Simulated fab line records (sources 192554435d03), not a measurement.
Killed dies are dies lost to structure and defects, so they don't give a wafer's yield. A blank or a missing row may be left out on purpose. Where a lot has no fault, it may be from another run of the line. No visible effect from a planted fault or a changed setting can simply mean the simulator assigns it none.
Split-lot experiment	flow n5_finfet	21 wafers read from 7 lots, route of 1938 steps

## ON THE SPLIT
At N5_BEOL_M5_ETCH_62 (etches SOC in N2/H2, target depth 75 nm, overetch 15 nm, time 112.5 s), the setting source_w was moved away from the recipe's 840 W on 3 of the 21 wafers read, by -6.4% to +4.9%. All remaining wafers had this setting at the recipe value.

The split's own step is where the reading is taken.

## THE READING
rf_vpp_V, in V, at N5_BEOL_M5_ETCH_62 (etches SOC in N2/H2, target depth 75 nm, overetch 15 nm, time 112.5 s). A value of 523.7 V with a standard deviation of 2.3 V is what fault-free wafers of this fab line usually give.

wafer	tool, chamber at the split	source_w as run, W	against the recipe	rf_vpp_V, V	against lot-mates on the recipe
L081.1	rie_diel-03, 3	840	recipe	527.0	-
L081.5	rie_diel-03, 3	840	recipe	527.8	-
L081.6	rie_diel-03, 0	840	recipe	525.5	-
L077.3	rie_diel-05, 0	840	recipe	520.0	-
L077.5	rie_diel-05, 2	840	recipe	522.2	-
L077.6	rie_diel-05, 0	840	recipe	520.4	-
L079.1	rie_diel-03, 0	840	recipe	524.8	-
L079.3	rie_diel-03, 2	840	recipe	523.1	-
L079.4	rie_diel-03, 3	840	recipe	529.7	-
L080.2	rie_diel-05, 2	881.1	+4.9%	512.6	-9.5
L080.5	rie_diel-05, 2	881.1	+4.9%	512.8	-9.3
L080.6	rie_diel-05, 0	840	recipe	522.1	-
L085.1	rie_diel-05, 2	840	recipe	522.2	-
L085.2	rie_diel-05, 1	840	recipe	525.5	-
L085.5	rie_diel-05, 3	786.2	-6.4%	536.5	+12.6
L086.1	rie_diel-05, 2	840	recipe	521.6	-
L086.5	rie_diel-05, 3	840	recipe	526.7	-
L086.6	rie_diel-05, 2	840	recipe	522.1	-
L088.1	rie_diel-01, 3	840	recipe	524.7	-
L088.2	rie_diel-01, 0	840	recipe	523.1	-
L088.5	rie_diel-01, 2	840	recipe	520.8	-

FIT RESULTS
A straight line over all 21 wafers: rf_vpp_V changes by -2.13 V for each +1% of source_w; r = -0.87; the points scatter about the line by 2.6 V.
The same after taking each lot's own level away (the mean of its wafers on the recipe; 21 wafers): -1.95 V for each +1%; r = -0.92; scatter 1.7 V.
That fit puts the effect of the largest move of source_w on the reading at 12 V.
Across the lots, their own levels run from 520.87 to 526.77 V, a range of 2.6 times the standard deviation given above.
The two slopes are in agreement: the lot-to-lot level therefore moves the slope only a little.
Check: with one of the wafers moved furthest among these (-6.4%) left out of the fit, the line predicts +12.3 V for it against its lot-mates. Against them it came out at +12.6 V.
Tool readings at the split's step, against how far the setting was moved: rf_vpp_V r = -0.87.

## OTHER SPLITS ON THESE WAFERS
Before the reading, these wafers also passed through other splits. Each is held against what the fit with the lots' levels taken away leaves over:
other split on the same wafers	wafers away from the commonest value	r with rf_vpp_V (lot level and that fit taken away)
N5_BEOL_M2_EXPOSE_25 dose_mj	6	+0.12
N5_BEOL_M3_PECVD_72 temp_c	6	+0.22
N5_BEOL_M3_COAT_61 time_s	6	+0.21
N5_BEOL_M4_ILD_DEP_00 time_s	3	+0.14
N5_BEOL_M4_COAT_62 spin_rpm	5	+0.19
N5_BEOL_M5_ETCH_72 source_w	6	+0.21

## THE FILE'S OWN FIT
rf_vpp_V changes by -1.95 V for each +1% of source_w, r = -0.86.
